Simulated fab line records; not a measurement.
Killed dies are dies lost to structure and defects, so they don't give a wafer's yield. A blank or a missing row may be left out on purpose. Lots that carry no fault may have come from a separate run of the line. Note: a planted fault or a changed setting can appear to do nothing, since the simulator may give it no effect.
Chamber matching :: flow n5-finfet :: N5_MOL_CONTACT_COAG_CMP_52 on cmp-03: 4 sister chambers
The step polishes, stops on SiO2, t overpolish 1.5 s, target thk 66.5 nm. 8 wafers are shown with their chamber, then 10 later ones without.

== WAFERS PAIRED WITH THEIR CHAMBERS ==
wafer: L079.5
chamber: 3
motor-current-A (A): 12.0
time-to-endpoint-s (s): 14.1

wafer: L082.2
chamber: 3
motor-current-A (A): 12.6
time-to-endpoint-s (s): 16.1

wafer: L082.4
chamber: 1
motor-current-A (A): 10.3
time-to-endpoint-s (s): 12.1

wafer: L083.1
chamber: 0
motor-current-A (A): 11.9
time-to-endpoint-s (s): 7.4

wafer: L083.5
chamber: 2
motor-current-A (A): 14.2
time-to-endpoint-s (s): 11.3

wafer: L083.6
chamber: 1
motor-current-A (A): 10.1
time-to-endpoint-s (s): 9.8

wafer: L086.1
chamber: 0
motor-current-A (A): 13.2
time-to-endpoint-s (s): 11.1

wafer: L086.3
chamber: 2
motor-current-A (A): 14.5
time-to-endpoint-s (s): 14.6

== WAFERS WHOSE CHAMBER IS MISSING ==
wafer: L086.6
motor-current-A (A): 14.8
time-to-endpoint-s (s): 12.5

wafer: L087.2
motor-current-A (A): 13.3
time-to-endpoint-s (s): 8.3

wafer: L087.5
motor-current-A (A): 14.2
time-to-endpoint-s (s): 14.3

wafer: L087.6
motor-current-A (A): 10.0
time-to-endpoint-s (s): 8.4

wafer: L093.3
motor-current-A (A): 12.6
time-to-endpoint-s (s): 15.1

wafer: L093.5
motor-current-A (A): 12.7
time-to-endpoint-s (s): 15.8

wafer: L093.6
motor-current-A (A): 13.8
time-to-endpoint-s (s): 16.3

wafer: L096.4
motor-current-A (A): 12.0
time-to-endpoint-s (s): 18.0

wafer: L096.5
motor-current-A (A): 10.3
time-to-endpoint-s (s): 14.7

wafer: L096.6
motor-current-A (A): 14.7
time-to-endpoint-s (s): 16.0

== WHICH CHAMBER EACH WENT THROUGH ==
wafer: L086.6
from the rows above: 2
in truth: 2

wafer: L087.2
from the rows above: can't be placed: 0 or 2
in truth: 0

wafer: L087.5
from the rows above: 2
in truth: 2

wafer: L087.6
from the rows above: 1
in truth: 1

wafer: L093.3
from the rows above: 3
in truth: 3

wafer: L093.5
from the rows above: 3
in truth: 3

wafer: L093.6
from the rows above: can't be placed: 2 or 3
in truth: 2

wafer: L096.4
from the rows above: 3
in truth: 3

wafer: L096.5
from the rows above: 1
in truth: 1

wafer: L096.6
from the rows above: 2
in truth: 2
8 of 10 placed correctly. From these rows, 2 cannot be placed; in 2 the true chamber is one of the candidates. Placed wrongly: 0.
How it was worked out, from the rows above alone: a wafer's distance from a chamber is the root of the sum, over the readings, of the square of ((its reading less the chamber's mean) divided by the reading's scatter). If the next closest chamber is less than 2 further off than the closest, the wafer can't be placed; otherwise it belongs to the closest. A chamber's mean is the mean of its shown wafers. How the scatter is found: for the shown wafers, subtract from each reading the mean of its chamber, square and add these, divide the total by (wafers less chambers), then take the root.
